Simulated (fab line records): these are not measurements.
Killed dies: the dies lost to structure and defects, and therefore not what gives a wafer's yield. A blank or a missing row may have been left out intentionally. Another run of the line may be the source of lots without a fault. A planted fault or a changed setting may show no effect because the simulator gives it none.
Code-filled problem report in 8D (eight disciplines) form -- flow nand_harc -- the parts of the form that need people (team, actions taken, sign-off) are left out

## 1. THE PROBLEM
Mean of cd_nm at NHARC_A_CONTACT_CD_MEAS_69: 186.5 nm across 6 wafers in 2 lots; on wafers with no fault it is 200.0 nm (standard deviation 0.64). That puts it -21 standard deviations away from the usual mean.
The step: target cd 200 nm.
The first sign was on wafer L908.1 at day 20 21:33, on cd_sem-01. The record holds 39 wafers of 13 lots with a number at this step. Rule for "out" (also "out of limits"): further than 4 standard deviations from the usual mean. The rest of the wafers with a number are treated as sound.

## 2. WHAT THIS IS AND IS NOT
question,is,is not
which readings at this step,cd_nm,-
which lots,"L908, L914","L893, L894, L895, L896, L898, L899, L900, L901, L902, L904, L905"
which wafers of those lots,all that have a number,-
read on which gauges,"cd_sem-01, cd_sem-02",cd_sem-03
when,from day 20 21:33,up to then (33 sound wafers)

## 3. WHAT RULES OUT EACH SUSPECT
Counting: any tool at a process step up to the reading is kept as a suspect provided that every lot that is out went through it and no sound lot did after the first of them.
- the gauge at NHARC_A_CONTACT_CD_MEAS_69 has been ruled out. The wafers that are out were read on 2 gauges (cd_sem-01, cd_sem-02).
- har_cap_etch-02 at NHARC_A_CONTACT_ETCH_112 (etches the open film in C4F8/O2/Ar, time 94 s, target depth 922 nm): kept. Every lot that is out went through it, starting with L908 (day 20 12:16), and after that it ran no sound lot; the last sound lot it ran before then is L902 (day 19 08:53).
- har_cap_etch-02 at NHARC_A_CONTACT_ETCH_120 (etches the open film in C4F8/O2/Ar, time 94 s, target depth 922 nm): kept. Every lot that is out went through it, starting with L908 (day 20 12:59), and after that it ran no sound lot; the last sound lot it ran before then is L902 (day 19 09:37).
- arfi_scanner-02 at NHARC_A_CONTACT_EXPOSE_66 (exposes mask A CC 2): kept. Every lot that is out went through it, starting with L908 (day 20 21:25), and after that it ran no sound lot; the last sound lot it ran before then is L904 (day 20 03:26). Its own readings are out on those wafers: exposure_dose_mJ_cm2.
The count leaves har_cap_etch-02 at NHARC_A_CONTACT_ETCH_112, har_cap_etch-02 at NHARC_A_CONTACT_ETCH_120, and arfi_scanner-02 at NHARC_A_CONTACT_EXPOSE_66.

## 4. THE CAUSE (what the simulator had put in)
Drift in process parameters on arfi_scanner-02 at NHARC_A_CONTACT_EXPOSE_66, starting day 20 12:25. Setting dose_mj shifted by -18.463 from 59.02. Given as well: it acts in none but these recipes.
Of the 3 suspects that counting leaves, this tool is one.

## 5. THE CHAIN OF EFFECTS, in route order
Each row: a reading whose mean over the struck wafers that have a number lies more than 3 standard deviations from the usual. Scope: only readings with a usual standard deviation given in the record; hours: median across lots of the time from each lot's start at the first step in this table that gives one to its start at this step; sigmas: change in usual standard deviations.
hours,step,reading,usual,on struck wafers,change,sigmas
0,NHARC_A_CONTACT_EXPOSE_66,exposure_dose_mJ_cm2,58.99,42.37,-16.62,-99 or more
0,NHARC_A_CONTACT_CD_MEAS_69,cd_nm,200.0 nm,186.5,-13.5,-21
Its process steps:
- NHARC_A_CONTACT_EXPOSE_66: exposes mask A CC 2.

## 6. HOW IT WOULD HAVE BEEN CAUGHT EARLIER
The first out-of-limits reading at a measuring or inspecting step in this record came at day 20 21:33, 9 hours after the fault's start at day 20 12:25.
At NHARC_A_CONTACT_EXPOSE_66, the tool's own readings (exposure_dose_mJ_cm2) were out on each struck wafer the step has a row for, so an alarm limit on them would have fired on the first such wafer.
Of the lots that are out (2), L914 began NHARC_A_CONTACT_EXPOSE_66 on arfi_scanner-02 after day 20 21:33. A hold on the tool at that time would have spared it.
